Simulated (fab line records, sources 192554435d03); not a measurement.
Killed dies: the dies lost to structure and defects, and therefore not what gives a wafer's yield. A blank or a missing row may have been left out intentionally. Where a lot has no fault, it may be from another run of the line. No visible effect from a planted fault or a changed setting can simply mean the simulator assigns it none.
fab line records	flow n5_finfet
[record] lots = 7	wafers = 18	last_day = 18
route steps=1938 shown BEOL_M10@1495 PASSIVATION@1936
lots that met no fault: taken from a fault-free run of the same line
start_h: the number of hours between the record's first day and the start of the first shown wafer of the lot	wait_h: hours from the lot's prior step to this one	" unchanged from the row above	L1.1+2: one row covering several wafers at once	- either no value or no given start	* or withheld: withheld	< > ~ a bound
route shown NAME@n: names a module that has steps shown in the file, with the first one's number in the route	usual: mean/standard deviation of fault-free wafers	same: alike in all rows	chamber/n: place in a boat	sites: readings site by site	_std_site: how widely they spread, as a standard deviation	_edge_site: mean of outer sites minus mean of inner sites	radius_mm: how far each site lies from the wafer's centre	mask NAME#n: copy n	behind: the last tool/chamber to shape the wafer	hold: reason for holding the lot/hours on hold/outcome of the hold	device: transistor that didn't switch, given as n, p or np	end of line: the same wafers' tests at the end of the route	a step without rows: its recipe alone	killed: dies that structure and defects cost at the first sort, which is not the same as the wafer's yield	map: shows each die of a wafer: x if killed, . if not, _ if none is there
set.NAME: the setting the step ran with; set.NAME@STEP: the setting that earlier step ran with	model.NAME: the simulator's own value behind a step, which no gauge read
lots seen at some steps along the route; tables by step, rows by wafer
services: when a tool's chamber went out of use (start_h, in hours from the record's first day, below 0 if earlier), for how many hours, and the reason
[[steps]]
[step N5_BEOL_M10_COAT_64]
[recipe] resist = SiARC	temp_c = 220	time_s = 60	spin_rpm = 1500	resist_thk_nm = 30
[step N5_BEOL_M10_COAT_22]
[recipe] resist = CAR-ArF	spin_rpm = 1500	resist_thk_nm = 90
[step N5_BEOL_M10_EBR_24]
[recipe] solvent = PGMEA	ebr_width_mm = 1.5
[step N5_BEOL_M10_SOFTBAKE_23]
[recipe] temp_c = 110	time_s = 60	resist = CAR-ArF
[step N5_BEOL_M10_EXPOSE_25]
[recipe] mask_id = V9	na = 1.35	source_shape = annular	sigma_inner = 0.5	sigma_outer = 0.8	polarization = unpolarized	dose_mj = 85.5
[step N5_BEOL_M10_PEB_26]
[recipe] peb_temp_c = withheld	peb_time_s = 60	resist = CAR-ArF
[step N5_BEOL_M10_DEVELOP_27]
[recipe] develop_time_s = 30	developer = TMAH	resist = CAR-ArF	rinse_liquid = diw	dry = air_spin	dev_temp_c = 23
[step N5_BEOL_M10_CD_MEAS_28]
[recipe] target_cd_nm = 70	landing_energy_ev = 500	detector = se_inlens	polarity = opening
[usual] cd_nm = 69.5/1.2
lot.wafer	tool	chamber	start_h	wait_h	cd_nm
L555.1	cd_sem-01	0	260.34	-	68.2
L555.4	"	0	"	"	67.0
L555.6	"	0	"	"	69.5
L556.2	cd_sem-03	0	270.81	-	69.8
L556.3	"	0	"	"	70.5
L556.4	"	0	"	"	69.7
L560.2	cd_sem-02	0	277.11	-	69.2
L560.4	"	0	"	"	69.0
L561.1	cd_sem-01	0	285.04	-	70.3
L561.5	"	0	"	"	70.6
L562.2	cd_sem-02	0	292.18	-	71.8
L562.4	"	0	"	"	70.1
L569.3	cd_sem-03	0	337.75	-	70.4
L569.4	"	0	"	"	71.5
L569.6	"	0	"	"	70.0
L573.1	cd_sem-03	0	371.37	-	68.0
L573.2	"	0	"	"	67.4
L573.3	"	0	"	"	68.5
[step N5_BEOL_M10_OVL_MEAS_29]
[recipe] points_per_wafer = 44
[usual] V9_OVL = 0.0/0.56
[same] points_per_wafer = 44
lot.wafer	tool	chamber	start_h	wait_h	V9_OVL[nm]
L555.1	overlay-02	0	260.37	0.0	-0.7
L555.4	"	0	"	"	-0.2
L555.6	"	0	"	"	-0.6
L556.2	overlay-01	0	270.84	0.0	0.3
L556.3	"	0	"	"	0.4
L556.4	"	0	"	"	0.5
L560.2	overlay-02	0	277.14	0.0	0.2
L560.4	"	0	"	"	-1.0
L561.1	overlay-02	0	285.07	0.0	-0.3
L561.5	"	0	"	"	-0.3
L562.2	overlay-02	0	292.21	0.0	0.0
L562.4	"	0	"	"	-0.1
L569.3	overlay-02	0	337.78	0.0	0.5
L569.4	"	0	"	"	0.6
L569.6	"	0	"	"	0.5
L573.1	overlay-02	0	371.40	0.0	0.2
L573.2	"	0	"	"	0.3
L573.3	"	0	"	"	-0.1
[step N5_BEOL_M10_INSPECT_30]
[recipe] mode = adi	inspect_instrument = brightfield
[usual] raw_defect_count = 456/110
lot.wafer	tool	chamber	start_h	wait_h	raw_defect_count
L555.1	defect_inspect-01	-	260.42	0.1	408
L555.4	"	-	"	"	453
L555.6	"	-	"	"	622
L556.2	defect_inspect-01	-	270.86	0.0	534
L556.3	"	-	"	"	507
L556.4	"	-	"	"	574
L560.2	defect_inspect-02	-	277.17	0.0	365
L560.4	"	-	"	"	478
L561.1	defect_inspect-02	-	285.09	0.0	398
L561.5	"	-	"	"	325
L562.2	defect_inspect-02	-	292.24	0.0	319
L562.4	"	-	"	"	414
L569.3	defect_inspect-02	-	337.81	0.0	429
L569.4	"	-	"	"	310
L569.6	"	-	"	"	417
L573.1	defect_inspect-01	-	371.43	0.0	349
L573.2	"	-	"	"	334
L573.3	"	-	"	"	275
[step N5_BEOL_M10_DESCUM_33]
[recipe] chemistry = O2	time_s = 7.9	source_power_w = 50	bias_power_w = 20	pressure_mtorr = 20	rf_frequency_hz = 2.712e+07	temp_c = 40	resist = CAR-ArF	o2_flow_sccm = 225
[usual] drypump_motor_current_A = 6.0/0.41	o2_flow_sccm = 225.0/0.71	oes_product_au = 0.84/0.09	rf_vpp_V = 243.5/1.5	showerhead_plenum_p_Torr = 2.11/0.078	throttle_valve_pct = 20.31/0.21
lot.wafer	tool	chamber	start_h	wait_h	drypump_motor_current_A	o2_flow_sccm	oes_product_au	rf_hours_counter_h	rf_vpp_V	showerhead_plenum_p_Torr	throttle_valve_pct
L555.1	rie_diel-04	0	260.46	0.0	5.9	225.7	0.84	68	245.1	2.20	20.55
L555.4	"	1	"	"	5.8	225.0	0.90	24	245.3	2.13	20.16
L555.6	"	3	"	"	5.8	225.1	0.94	-	245.5	2.24	19.82
L556.2	rie_diel-02	1	271.29	0.4	6.3	223.5	0.81	90	245.1	2.12	20.50
L556.3	"	0	"	"	5.8	223.7	0.69	216	241.7	2.00	20.46
L556.4	"	3	"	"	6.8	224.0	0.95	5	242.2	2.04	20.37
L560.2	rie_diel-04	3	277.20	0.0	5.8	223.8	0.92	24	244.6	2.23	19.84
L560.4	"	1	"	"	5.8	225.0	0.89	30	243.3	2.12	20.18
L561.1	rie_diel-04	1	285.12	0.0	5.8	223.9	0.88	32	241.8	2.12	20.18
L561.5	"	3	"	"	5.8	225.1	0.92	-	243.9	2.23	19.84
L562.2	rie_diel-04	3	292.28	0.0	5.8	224.6	0.90	30	245.1	2.23	19.84
L562.4	"	2	"	"	5.9	223.8	0.77	119	246.0	2.18	20.37
L569.3	rie_diel-02	0	337.84	0.0	5.8	224.1	0.67	241	240.6	1.99	20.50
L569.4	"	2	"	"	5.9	225.2	0.90	38	242.7	2.04	20.15
L569.6	"	1	"	"	6.4	225.3	0.76	-	244.5	2.11	20.53
L573.1	rie_diel-06	1	371.71	0.3	5.8	225.0	0.74	164	240.5	2.01	20.37
L573.2	"	0	"	"	6.4	224.9	0.68	208	244.1	2.07	20.28
L573.3	"	3	"	"	6.4	225.3	0.72	204	245.9	2.17	20.61
[step N5_BEOL_M10_ETCH_65]
[recipe] chemistry = CF4	target = SiARC	target_depth_a = 390	mask_material = CAR-ArF	time_s = 65	ion_energy_ev = 80	pressure_mtorr = 40	source_w = 545	bias_w = 36	Ar_flow_sccm = 100	cf4_flow_sccm = 100	ends = cleared
[usual] cf4_flow_sccm = 100.0/0.31	drypump_motor_current_A = 6.0/0.41	etch_rf_on_time_s = 65.6/2.2	oes_product_au = 0.71/0.075	rf_vpp_V = 184.2/1.3	showerhead_plenum_p_Torr = 2.16/0.079	throttle_valve_pct = 15.49/0.18
lot.wafer	tool	chamber	start_h	wait_h	cf4_flow_sccm	drypump_motor_current_A	etch_rf_on_time_s	oes_product_au	rf_hours_counter_h	rf_vpp_V	showerhead_plenum_p_Torr	throttle_valve_pct
L555.1	rie_diel-04	0	260.49	0.0	100.2	5.9	66.5	0.71	68	184.9	2.23	15.61
L555.4	"	1	"	"	99.7	5.8	65.6	0.75	24	184.1	2.17	15.31
L555.6	"	3	"	"	99.7	5.8	60.6	0.82	-	185.1	2.29	15.08
L556.2	rie_diel-02	1	271.32	0.0	99.8	6.3	66.5	0.68	90	182.4	2.17	15.60
L556.3	"	0	"	"	99.9	5.8	67.0	0.58	216	183.7	2.02	15.54
L556.4	"	3	"	"	100.3	6.8	67.0	0.79	5	183.0	2.09	15.56
L560.2	rie_diel-04	3	277.23	0.0	100.6	5.9	61.8	0.80	24	183.7	2.29	15.10
L560.4	"	1	"	"	100.1	5.8	65.9	0.73	30	184.7	2.17	15.33
L561.1	rie_diel-04	1	285.16	0.0	99.5	5.8	65.6	0.75	32	183.3	2.17	15.32
L561.5	"	3	"	"	99.9	5.8	60.9	0.79	-	186.3	2.28	15.10
L562.2	rie_diel-04	3	292.31	0.0	100.2	5.8	61.6	0.78	30	187.5	2.28	15.09
L562.4	"	2	"	"	99.5	5.9	64.9	0.67	119	184.6	2.24	15.63
L569.3	rie_diel-02	0	337.87	0.0	100.3	5.7	68.4	0.57	241	181.6	2.02	15.59
L569.4	"	2	"	"	100.2	5.9	66.7	0.76	38	184.7	2.12	15.44
L569.6	"	1	"	"	100.4	6.3	68.6	0.65	-	184.8	2.16	15.66
L573.1	rie_diel-06	1	371.74	0.0	100.1	5.7	68.7	0.62	164	182.9	2.05	15.57
L573.2	"	0	"	"	99.8	6.4	66.3	0.59	208	185.1	2.13	15.65
L573.3	"	3	"	"	100.3	6.4	64.9	0.62	204	184.8	2.22	15.70
[step N5_BEOL_M10_ETCH_66]
[recipe] chemistry = N2/H2	target = SOC	target_depth_a = 1200	overetch_a = 240	mask_material = SiARC	temp_c = 40	time_s = 180	ion_energy_ev = 200	pressure_mtorr = 30	source_w = 840	bias_w = 150	n2_flow_sccm = 200	h2_flow_sccm = 200
[usual] drypump_motor_current_A = 6.0/0.42	oes_product_au = 0.67/0.065	rf_vpp_V = 524.5/2.7	showerhead_plenum_p_Torr = 2.56/0.11	throttle_valve_pct = 17.68/0.27
lot.wafer	tool	chamber	start_h	wait_h	drypump_motor_current_A	oes_product_au	rf_hours_counter_h	rf_vpp_V	showerhead_plenum_p_Torr	throttle_valve_pct	model.SiARC_of_BEOL_M10_COAT_64.thk_nm
L555.1	rie_diel-04	0	260.54	0.0	5.9	0.68	68	529.5	2.70	18.16	23
L555.4	"	1	"	"	5.8	0.71	24	525.9	2.59	17.55	22.8
L555.6	"	3	"	"	5.8	0.74	-	527.1	2.71	17.16	22.4
L556.2	rie_diel-02	1	271.37	0.0	6.3	0.65	90	523.8	2.56	17.70	23.2
L556.3	"	0	"	"	5.8	0.57	216	521.7	2.40	17.65	23.2
L556.4	"	3	"	"	6.8	0.75	5	522.5	2.48	17.74	22.6
L560.2	rie_diel-04	3	277.28	0.0	5.8	0.73	24	528.9	2.71	17.18	23.8
L560.4	"	1	"	"	5.8	0.70	30	525.2	2.59	17.57	22.8
L561.1	rie_diel-04	1	285.21	0.0	5.8	0.69	32	526.4	2.59	17.58	24
L561.5	"	3	"	"	5.8	0.72	-	526.7	2.71	17.17	22.2
L562.2	rie_diel-04	3	292.36	0.0	5.8	0.73	30	527.8	2.71	17.18	23.8
L562.4	"	2	"	"	6.0	0.63	119	527.0	2.66	17.85	22.8
L569.3	rie_diel-02	0	337.92	0.0	5.8	0.56	241	520.8	2.39	17.70	23.2
L569.4	"	2	"	"	5.9	0.73	38	523.3	2.46	17.35	23
L569.6	"	1	"	"	6.3	0.63	-	524.9	2.55	17.76	23.4
L573.1	rie_diel-06	1	371.79	0.0	5.7	0.61	164	519.8	2.43	17.75	23.2
L573.2	"	0	"	"	6.4	0.57	208	522.4	2.53	17.91	23
L573.3	"	3	"	"	6.4	0.59	204	527.2	2.63	17.98	22.6
[step N5_BEOL_M10_STRIP_69]
[recipe] chemistry = N2/H2	temp_c = 40	n2_flow_sccm = 200	h2_flow_sccm = 200	rf_frequency_hz = 6e+07
[step N5_PASSIVATION_PROBE_49]
[usual] defect_limited_yield = 91.5/1.4	killed_at_M0_to_M3 = 32/11	killed_at_M4_up = 12/4.4	killed_at_contacts = 13/6.1	killed_at_front_end = 39/12	killed_at_other = 3.9/3	killed_dies = 100/17	killed_on_rim = 13/3.9	killed_open = 66/12	killed_short = 33/7.4	sort_bin_4_leakage = 0.03/0.14	sort_bin_5_function = 5.0/0.95	sort_bin_6_memory = 3.2/0.66	sort_bin_8_speed = 0.0/0.33	sort_n_pass = 1079/17	sort_yield_pct = 91.4/1.5
[same] gross_dies = 1180	killed_at_back_side = 0
lot.wafer	tool	chamber	start_h	wait_h	defect_limited_yield[%]	killed_at_M0_to_M3	killed_at_M4_up	killed_at_contacts	killed_at_front_end	killed_at_other	killed_dies	killed_on_rim	killed_open	killed_short	sort_bin_4_leakage[%]	sort_bin_5_function[%]	sort_bin_6_memory[%]	sort_bin_8_speed[%]	sort_n_pass	sort_yield_pct[%]
L555.1	prober-02	-	309.93	0.0	92.5	23	15	12	34	4	88	13	58	29	0	4.4	2.6	0.2	1090	92.4
L555.4	prober-02	-	310.08	0.2	90.5	24	25	9	48	6	112	15	76	33	0	5.7	3.3	0	1068	90.5
L555.6	prober-02	-	310.18	0.3	90.8	21	18	11	50	9	109	19	67	39	0	5.4	3.5	0.1	1070	90.7
L556.2	prober-02	-	324.87	0.1	88.9	43	6	18	62	2	131	22	77	44	0	6.0	4.2	0	1049	88.9
L556.3	prober-02	-	324.92	0.1	90.8	32	7	12	43	14	108	16	65	41	0	5.8	3.3	0	1072	90.8
L556.4	prober-02	-	324.97	0.2	91.4	49	12	7	33	1	102	13	69	33	0	4.0	4.4	0	1078	91.4
L560.2	prober-02	-	336.40	0.1	91.3	36	10	8	45	4	103	10	68	35	0	5.0	3.4	0	1077	91.3
L560.4	prober-02	-	336.50	0.2	94.1	22	13	4	31	0	70	10	55	15	0	3.5	2.4	0	1110	94.1
L561.1	prober-02	-	340.18	0.0	92.8	44	3	17	21	0	85	12	46	34	0	3.9	3.2	0	1095	92.8
L561.5	prober-02	-	340.38	0.2	92.7	35	10	13	26	2	86	11	56	29	0	4.7	2.2	0	1094	92.7
L562.2	prober-01	-	347.97	0.1	91.1	42	9	21	33	0	105	9	64	37	0	4.7	3.7	0	1075	91.1
L562.4	prober-01	-	348.07	0.2	91.4	46	13	25	18	0	102	16	71	30	0	4.6	3.6	0.1	1078	91.4
L569.3	prober-01	-	396.11	0.1	90.8	43	12	15	30	8	108	15	70	38	0	5.3	3.5	0	1072	90.8
L569.4	prober-01	-	396.16	0.2	91.0	28	11	13	53	1	106	13	74	30	0	5.8	3.0	0	1074	91.0
L569.6	prober-01	-	396.26	0.3	90.6	47	7	6	43	8	111	14	73	38	0	5.8	3.1	0	1069	90.6
L573.1	prober-01	-	432.47	0.0	91.3	33	14	18	34	4	103	14	62	40	0	5.2	3.4	0	1077	91.3
L573.2	prober-01	-	432.52	0.1	89.0	24	10	18	72	6	130	20	85	45	0	6.9	3.8	0	1050	89.0
L573.3	prober-01	-	432.57	0.1	93.4	25	16	7	29	1	78	9	49	27	0.17	3.6	2.8	0	1100	93.2
// killed by level:class
L555.1 FIN_SAQP:geometric_particle:open=11 MOL_CONTACT_COAG:geometric_particle:open=10 BEOL_M4:geometric_particle:open=7 FIN_SAQP:geometric_particle:short=6 DUMMY_GATE:geometric_particle:open=6 GATE_CUT:geometric_particle:short=5 STI_FIN_REVEAL:geometric_particle:open=5 BEOL_M0_SAQP:geometric_particle:short=5
L555.4 BEOL_M4:geometric_particle:open=15 FIN_SAQP:geometric_particle:open=14 STI_FIN_REVEAL:geometric_particle:open=8 BEOL_M0_SAQP:geometric_particle:open=8 FIN_SAQP:geometric_particle:short=6 BEOL_M0_SAQP:geometric_particle:short=6 MOL_CONTACT_COAG:geometric_particle:open=6 DUMMY_GATE:geometric_particle:open=4
L555.6 BEOL_M4:geometric_particle:open=12 FIN_SAQP:geometric_particle:open=11 MOL_CONTACT_COAG:geometric_particle:open=9 GATE_CUT:geometric_particle:short=7 PASS1_DEP:geometric_particle:short=7 FIN_SAQP:geometric_particle:short=6 STARTING-WAFER:geometric_particle:open=6 DUMMY_GATE:geometric_particle:open=5
L556.2 MOL_CONTACT_COAG:geometric_particle:open=15 FIN_SAQP:geometric_particle:open=11 FIN_SAQP:geometric_particle:short=10 BEOL_M0_SAQP:geometric_particle:open=10 BEOL_M0_SAQP:geometric_particle:short=9 BEOL_M2:geometric_particle:open=7 BEOL_M3:geometric_particle:open=6 HKMG_FIN:area_etch=6
L556.3 BEOL_M0_SAQP:geometric_particle:short=10 MOL_CONTACT_COAG:geometric_particle:open=9 FIN_SAQP:geometric_particle:open=8 BEOL_M0_SAQP:geometric_particle:open=8 GATE_CUT:geometric_particle:short=7 MIM_TOP:geometric_particle:short=7 DUMMY_GATE:geometric_particle:open=6 BEOL_M1:geometric_particle:open=5
L556.4 BEOL_M0_SAQP:geometric_particle:open=11 BEOL_M3:geometric_particle:open=11 BEOL_M1:geometric_particle:open=10 BEOL_M0_SAQP:geometric_particle:short=8 FIN_SAQP:geometric_particle:open=6 STI_FIN_REVEAL:geometric_particle:open=5 STARTING-WAFER:geometric_particle:short=4 GATE_CUT:geometric_particle:short=4
L560.2 FIN_SAQP:geometric_particle:open=15 BEOL_M0_SAQP:geometric_particle:short=11 FIN_SAQP:geometric_particle:short=9 MOL_CONTACT_COAG:geometric_particle:open=8 BEOL_M0_SAQP:geometric_particle:open=8 STI_FIN_REVEAL:geometric_particle:open=8 BEOL_M3:geometric_particle:open=8 BEOL_M5:geometric_particle:open=4
L560.4 BEOL_M3:geometric_particle:open=8 GATE_CUT:geometric_particle:open=7 FIN_SAQP:geometric_particle:open=5 GATE_CUT:geometric_particle:short=5 MOL_CONTACT_COAG:geometric_particle:open=4 BEOL_M1:geometric_particle:open=4 BEOL_M5:geometric_particle:open=4 DUMMY_GATE:geometric_particle:open=3
L561.1 MOL_CONTACT_COAG:geometric_particle:open=12 BEOL_M2:geometric_particle:short=9 BEOL_M2:geometric_particle:open=9 BEOL_M0_SAQP:geometric_particle:short=8 BEOL_M0_SAQP:geometric_particle:open=8 FIN_SAQP:geometric_particle:short=6 BEOL_M3:geometric_particle:open=6 FIN_SAQP:geometric_particle:open=5
L561.5 BEOL_M0_SAQP:geometric_particle:open=11 MOL_CONTACT_COAG:geometric_particle:open=9 BEOL_M2:geometric_particle:open=9 BEOL_M0_SAQP:geometric_particle:short=6 ILD0:geometric_particle:short=5 BEOL_M3:geometric_particle:open=5 FIN_SAQP:geometric_particle:open=3 BEOL_M6:geometric_particle:open=3
L562.2 MOL_CONTACT_COAG:geometric_particle:open=14 BEOL_M0_SAQP:geometric_particle:open=11 STI_FIN_REVEAL:geometric_particle:open=10 BEOL_M3:geometric_particle:open=9 MOL_CONTACT_COAG:geometric_particle:short=7 BEOL_M0_SAQP:geometric_particle:short=7 BEOL_M2:geometric_particle:open=7 STI_FIN_REVEAL:geometric_particle:short=4
L562.4 MOL_CONTACT_COAG:geometric_particle:open=19 BEOL_M0_SAQP:geometric_particle:short=14 STI_FIN_REVEAL:geometric_particle:open=10 BEOL_M0_SAQP:geometric_particle:open=9 BEOL_M2:geometric_particle:open=9 BEOL_M3:geometric_particle:open=8 BEOL_M4:geometric_particle:open=7 MOL_CONTACT_COAG:geometric_particle:short=6
L569.3 MOL_CONTACT_COAG:geometric_particle:open=11 BEOL_M1:geometric_particle:open=9 STI_FIN_REVEAL:geometric_particle:open=7 BEOL_M2:geometric_particle:open=7 BEOL_M0_SAQP:geometric_particle:short=7 BEOL_M3:geometric_particle:open=7 BEOL_M4:geometric_particle:open=6 FIN_SAQP:geometric_particle:open=4
L569.4 STI_FIN_REVEAL:geometric_particle:open=17 FIN_SAQP:geometric_particle:open=11 MOL_CONTACT_COAG:geometric_particle:open=10 BEOL_M0_SAQP:geometric_particle:open=7 BEOL_M3:geometric_particle:open=6 FIN_SAQP:geometric_particle:short=5 BEOL_M0:geometric_particle:open=5 STARTING-WAFER:geometric_particle:short=5
L569.6 BEOL_M0_SAQP:geometric_particle:short=13 BEOL_M0_SAQP:geometric_particle:open=12 FIN_SAQP:geometric_particle:open=11 STI_FIN_REVEAL:geometric_particle:open=10 BEOL_M2:geometric_particle:open=8 FIN_SAQP:geometric_particle:short=6 MIM_TOP_ETCH:geometric_particle:open=6 GATE_CUT:geometric_particle:short=5
L573.1 MOL_CONTACT_COAG:geometric_particle:open=14 FIN_SAQP:geometric_particle:open=9 BEOL_M0_SAQP:geometric_particle:short=9 BEOL_M3:geometric_particle:open=6 BEOL_M0_SAQP:geometric_particle:open=5 BEOL_M4:geometric_particle:open=5 FIN_SAQP:geometric_particle:short=4 GATE_CUT:geometric_particle:short=4
L573.2 FIN_SAQP:geometric_particle:short=20 MOL_CONTACT_COAG:geometric_particle:open=16 FIN_SAQP:geometric_particle:open=15 STI_FIN_REVEAL:geometric_particle:open=7 DUMMY_GATE:geometric_particle:open=7 BEOL_M3:geometric_particle:open=6 DUMMY_GATE:geometric_particle:short=5 ILD0:geometric_particle:open=5
L573.3 BEOL_M0_SAQP:geometric_particle:short=7 STI_FIN_REVEAL:geometric_particle:open=5 MOL_CONTACT_COAG:geometric_particle:open=5 BEOL_M4:geometric_particle:open=5 BEOL_M2:geometric_particle:open=5 FIN_SAQP:geometric_particle:open=4 BEOL_M0_SAQP:geometric_particle:open=4 BEOL_M3:geometric_particle:open=4
[[services]]
tool	chamber	start_h	hours	kind
rie_diel-06	2	274.97	-	clean
rie_diel-06	2	274.97	-	consumable_replace:focus_ring
rie_diel-06	2	274.97	20.6	scheduled_down
rie_diel-06	2	274.97	20.6	vent_cycle
rie_diel-06	-	279.75	0.6	repair
rie_diel-04	2	365.46	5.0	repair
rie_diel-02	0	366.23	-	clean
rie_diel-02	0	366.23	-	consumable_replace:focus_ring
rie_diel-02	0	366.23	18.5	scheduled_down
rie_diel-02	0	366.23	18.5	vent_cycle
[[key]]
first_sign none at tools or gauges
[model_effect] step = N5_BEOL_M10_ETCH_66	value = SiARC_of_BEOL_M10_COAT_64.thk_nm	without = 22.53	struck = 23.87
met_at N5_BEOL_M10_ETCH_66
struck_wafers L560.2,L561.1,L562.2
onset_between 260.54 277.28
[fault] kind = process_parameter_drift	tool = rie_diel-04	chamber = -	onset_h = 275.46	steps = N5_BEOL_M10_ETCH_66	channel = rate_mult	offset = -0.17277	shape = step	end_h = 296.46	scope = struck_wafers_only
